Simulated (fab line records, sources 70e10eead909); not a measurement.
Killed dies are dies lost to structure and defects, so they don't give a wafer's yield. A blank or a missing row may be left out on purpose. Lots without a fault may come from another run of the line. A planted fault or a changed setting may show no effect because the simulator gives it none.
Tool commonality check | flow nand_harc | 12 lots, 36 wafers sampled

WHY IT WAS OPENED
At NHARC_P_GATE_CD_MEAS_26 the reading cd_nm is flagged on 2 of 12 lots. Wafers without a fault read 120.2 nm, standard deviation 0.6.
Rule: a lot is flagged when every wafer of it that has a number lies more than 4 standard deviations from that mean, or none has a number. The other lots count as sound.

lot  | measured     | on        | cd_nm (nm), wafer by wafer | flag
L891 | day 4 17:25  | cd_sem-03 | 121.0 120.8 119.9          |
L895 | day 5 11:28  | cd_sem-03 | 119.9 120.2 120.3          |
L897 | day 5 22:58  | cd_sem-03 | 120.0 120.0 120.9          |
L896 | day 5 23:49  | cd_sem-03 | 120.4 120.9 119.8          |
L898 | day 6 13:34  | cd_sem-03 | 120.7 120.3 121.0          |
L899 | day 6 17:42  | cd_sem-02 | 120.3 120.4 120.2          |
L902 | day 7 04:32  | cd_sem-02 | 120.0 119.5 119.9          |
L901 | day 7 04:47  | cd_sem-01 | 120.8 119.4 119.9          |
L910 | day 9 05:20  | cd_sem-01 | 205.5 207.1 206.3          | FLAGGED
L911 | day 9 20:20  | cd_sem-02 | 204.6 205.9 205.2          | FLAGGED
L912 | day 9 20:29  | cd_sem-03 | 120.5 120.3 120.5          |
L914 | day 10 11:39 | cd_sem-01 | 120.2 119.3 119.7          |
The numbers of the flagged lots are 205.8 nm on average: +85.6 nm against the usual, or +99 or more standard deviations.

WHICH TOOL RAN EACH LOT
The record holds 4 process steps before the reading, out of a route of 1159 steps. In each cell: the tool, then ch and the chambers that the sampled wafers went through, then the start.
lot  | flag    | NHARC_P_STI_CMP_21           | NHARC_P_GATE_DESCUM_13            | NHARC_P_GATE_HM_DEP_102       | NHARC_P_GATE_PEB_24
L891 |         | cmp-01 ch 0,1,2, day 3 10:49 | rie_diel-09 ch 0,1,2, day 4 03:41 | acl_dep-03 ch 0, day 4 16:03  | litho_track-06 ch 0, day 4 17:20
L895 |         | cmp-03 ch 0,1,2, day 4 07:12 | rie_diel-11 ch 2,3, day 4 21:22   | acl_dep-01 ch 0, day 5 10:22  | litho_track-01 ch 0, day 5 11:23
L897 |         | cmp-03 ch 0,1,2, day 4 15:19 | rie_diel-09 ch 0,1, day 5 08:28   | acl_dep-02 ch 0, day 5 21:44  | litho_track-01 ch 0, day 5 22:52
L896 |         | cmp-04 ch 0,1,2, day 4 15:20 | rie_diel-06 ch 0,1, day 5 08:16   | acl_dep-02 ch 0, day 5 22:23  | litho_track-01 ch 0, day 5 23:44
L898 |         | cmp-01 ch 1,2,3, day 5 02:13 | rie_diel-06 ch 1,2,3, day 5 20:03 | acl_dep-01 ch 0, day 6 12:22  | litho_track-06 ch 0, day 6 13:29
L899 |         | cmp-03 ch 1,2,3, day 5 08:42 | rie_diel-06 ch 1,2,3, day 6 04:00 | acl_dep-02 ch 0, day 6 16:21  | litho_track-04 ch 0, day 6 17:37
L902 |         | cmp-03 ch 0,1,3, day 5 21:29 | rie_diel-11 ch 1,2,3, day 6 14:26 | acl_dep-01 ch 0, day 7 03:18  | litho_track-04 ch 0, day 7 04:27
L901 |         | cmp-04 ch 0,1, day 5 21:29   | rie_diel-11 ch 2,3, day 6 14:17   | acl_dep-02 ch 0, day 7 03:24  | litho_track-06 ch 0, day 7 04:43
L910 | FLAGGED | cmp-03 ch 0,1,3, day 7 21:31 | rie_diel-11 ch 0,1, day 8 15:44   | acl_dep-02 ch 0, day 9 04:11  | litho_track-06 ch 0, day 9 05:16
L911 | FLAGGED | cmp-03 ch 0,2,3, day 8 13:58 | rie_diel-11 ch 1,2,3, day 9 06:43 | acl_dep-03 ch 0, day 9 19:13  | litho_track-06 ch 0, day 9 20:15
L912 |         | cmp-03 ch 0,3, day 8 13:50   | rie_diel-06 ch 2,3, day 9 06:52   | acl_dep-01 ch 0, day 9 19:19  | litho_track-01 ch 0, day 9 20:24
L914 |         | cmp-01 ch 0,1, day 9 02:44   | rie_diel-06 ch 0,3, day 9 21:38   | acl_dep-02 ch 0, day 10 10:31 | litho_track-04 ch 0, day 10 11:34
What these steps do:
- NHARC_P_STI_CMP_21: polishes, t overpolish 20 s, target thk 380.67 nm.
- NHARC_P_GATE_DESCUM_13: chemistry O2, time 3 s.
- NHARC_P_GATE_HM_DEP_102: deposits aC, target thk 120 nm.
- NHARC_P_GATE_PEB_24: peb time 65 s.
- NHARC_P_GATE_CD_MEAS_26: target cd 120 nm.

FLAGGED OVER TOTAL, TOOL BY TOOL (the gauges that took the reading come last)
step                    | tool           | lots run | flagged | share of the flagged lots | sound lots run after its first flagged lot
NHARC_P_STI_CMP_21      | cmp-01         | 3        | 0       | none                      | -
NHARC_P_STI_CMP_21      | cmp-03         | 7        | 2       | all                       | 1 (L912)
NHARC_P_STI_CMP_21      | cmp-04         | 2        | 0       | none                      | -
NHARC_P_GATE_DESCUM_13  | rie_diel-06    | 5        | 0       | none                      | -
NHARC_P_GATE_DESCUM_13  | rie_diel-09    | 2        | 0       | none                      | -
NHARC_P_GATE_DESCUM_13  | rie_diel-11    | 5        | 2       | all                       | 0
NHARC_P_GATE_HM_DEP_102 | acl_dep-01     | 4        | 0       | none                      | -
NHARC_P_GATE_HM_DEP_102 | acl_dep-02     | 6        | 1       | some                      | 1 (L914)
NHARC_P_GATE_HM_DEP_102 | acl_dep-03     | 2        | 1       | some                      | 0
NHARC_P_GATE_PEB_24     | litho_track-01 | 4        | 0       | none                      | -
NHARC_P_GATE_PEB_24     | litho_track-04 | 3        | 0       | none                      | -
NHARC_P_GATE_PEB_24     | litho_track-06 | 5        | 2       | all                       | 0
NHARC_P_GATE_CD_MEAS_26 | cd_sem-01      | 3        | 1       | some                      | 1 (L914)
NHARC_P_GATE_CD_MEAS_26 | cd_sem-02      | 3        | 1       | some                      | 0
NHARC_P_GATE_CD_MEAS_26 | cd_sem-03      | 6        | 0       | none                      | -

WHAT THE TABLE ALLOWS
3 rows of the table ran every flagged lot: cmp-03 at NHARC_P_STI_CMP_21, rie_diel-11 at NHARC_P_GATE_DESCUM_13, litho_track-06 at NHARC_P_GATE_PEB_24.
- cmp-03 at NHARC_P_STI_CMP_21: 2 of its 7 lots flagged. Sound lots ran on it after the first flagged one (L912), which a lasting fault on the whole tool wouldn't allow.
- rie_diel-11 at NHARC_P_GATE_DESCUM_13: 2 of its 5 lots flagged. Its last sound lot is L902 (day 6 14:26), its first flagged lot L910 (day 8 15:44): a fault that began between those two fits.
- litho_track-06 at NHARC_P_GATE_PEB_24: 2 of its 5 lots flagged. Its last sound lot is L901 (day 7 04:43), its first flagged lot L910 (day 9 05:16): a fault that began between those two fits. Its own readings lie more than 4 standard deviations out on every wafer of the flagged lots: heater_power_total_W, plate_temp_C.
Counting lots can't tell these 2 tools apart, because each fits a fault that began at some hour. More lots, or a look at what each step does to the wafer, might.

WHAT THE SIMULATOR HAD PUT IN
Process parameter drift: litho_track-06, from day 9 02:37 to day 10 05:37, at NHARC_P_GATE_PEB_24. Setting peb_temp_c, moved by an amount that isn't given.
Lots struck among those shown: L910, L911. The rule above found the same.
